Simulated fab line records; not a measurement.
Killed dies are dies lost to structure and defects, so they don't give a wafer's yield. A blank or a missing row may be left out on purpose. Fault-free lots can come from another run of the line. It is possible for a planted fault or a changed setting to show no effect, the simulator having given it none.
Matching of chambers	flow nand-harc	NHARC_A_M0_DEP_32 on pecvd-03 has 3 sister chambers
The step deposits SiCN, target thk 30 nm. 6 wafers are shown with their chamber, then 8 later ones without.

## EACH WAFER AND ITS CHAMBER
wafer	chamber	heater-power-w (W)	chamber-pressure-Torr (Torr)
L764.3	1	565	2.997
L764.4	0	631	2.998
L765.1	0	543	3.004
L765.2	2	483	2.999
L765.4	1	616	3.004
L767.3	2	488	2.990

## WAFERS MISSING THEIR CHAMBER
wafer	heater-power-w (W)	chamber-pressure-Torr (Torr)
L767.5	476	2.989
L767.6	659	2.999
L770.1	571	2.986
L770.4	489	3.001
L770.5	584	3.003
L771.1	407	2.995
L771.3	597	3.000
L771.5	420	3.014

## EACH ONE'S CHAMBER
wafer	from the rows above	in truth
L767.5	2	2
L767.6	can't be placed: 1 or 0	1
L770.1	can't be placed: 2 or 1 or 0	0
L770.4	can't be placed: 2 or 0 or 1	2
L770.5	can't be placed: 0 or 1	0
L771.1	2	2
L771.3	can't be placed: 1 or 0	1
L771.5	can't be placed: 2 or 0 or 1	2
2 of 8 placed correctly. Cannot be placed on the basis of these rows: 6; the candidates contain the true chamber in 6. Placed wrongly: 0.
How it was worked out, from the rows above alone: a wafer's distance from a chamber is the root of the sum, over the readings, of the square of ((its reading less the chamber's mean) divided by the reading's scatter). If the next closest chamber is less than 2 further off than the closest, the wafer can't be placed; otherwise it belongs to the closest. A chamber's mean is the mean of its shown wafers. The scatter: take each reading less its chamber's mean, square it, sum over the shown wafers, divide by the number of wafers less the number of chambers, and take the root.
